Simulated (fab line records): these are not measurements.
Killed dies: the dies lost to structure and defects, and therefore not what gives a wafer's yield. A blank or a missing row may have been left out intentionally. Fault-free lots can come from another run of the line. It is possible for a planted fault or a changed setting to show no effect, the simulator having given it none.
Chamber matching ; flow n5Finfet ; N5_BEOL_M1_ALD_84 on aldMetal-03 has 4 sister chambers
The step deposits TaN, pulse time 2 s, purge time 3 s, co reactant purge time 2 s. 4 wafers are shown with their chamber, then 11 later ones without.

== EACH WAFER AND ITS CHAMBER ==
wafer;chamber;heaterPowerW (W)
L083.6;3;463
L088.3;2;425
L088.6;0;508
L090.3;1;389

== WAFERS WHOSE CHAMBER IS MISSING ==
wafer;heaterPowerW (W)
L090.4;467
L090.5;472
L091.1;531
L091.2;387
L091.5;469
L095.1;523
L095.2;465
L095.3;429
L097.1;512
L097.3;380
L097.6;420

== EACH ONE'S CHAMBER ==
wafer;from the rows above;in truth
L090.4;3;3
L090.5;3;3
L091.1;0;0
L091.2;1;1
L091.5;3;3
L095.1;0;0
L095.2;3;3
L095.3;2;2
L097.1;0;0
L097.3;1;1
L097.6;2;2
Correct placement for 11 of the 11. Number that these rows cannot place: 0. Placed wrongly: 0.
How it was worked out, from the rows above alone: a wafer's distance from a chamber is the root of the sum, over the readings, of the square of ((its reading less the chamber's mean) divided by the reading's scatter). The wafer belongs to the nearest chamber; if the next one is less than 2 further off, it can't be placed. Each chamber's mean is taken over the wafers shown for it. The scatter: root of mean squared gap, hidden wafer to nearest shown wafer, with one shown wafer a chamber.
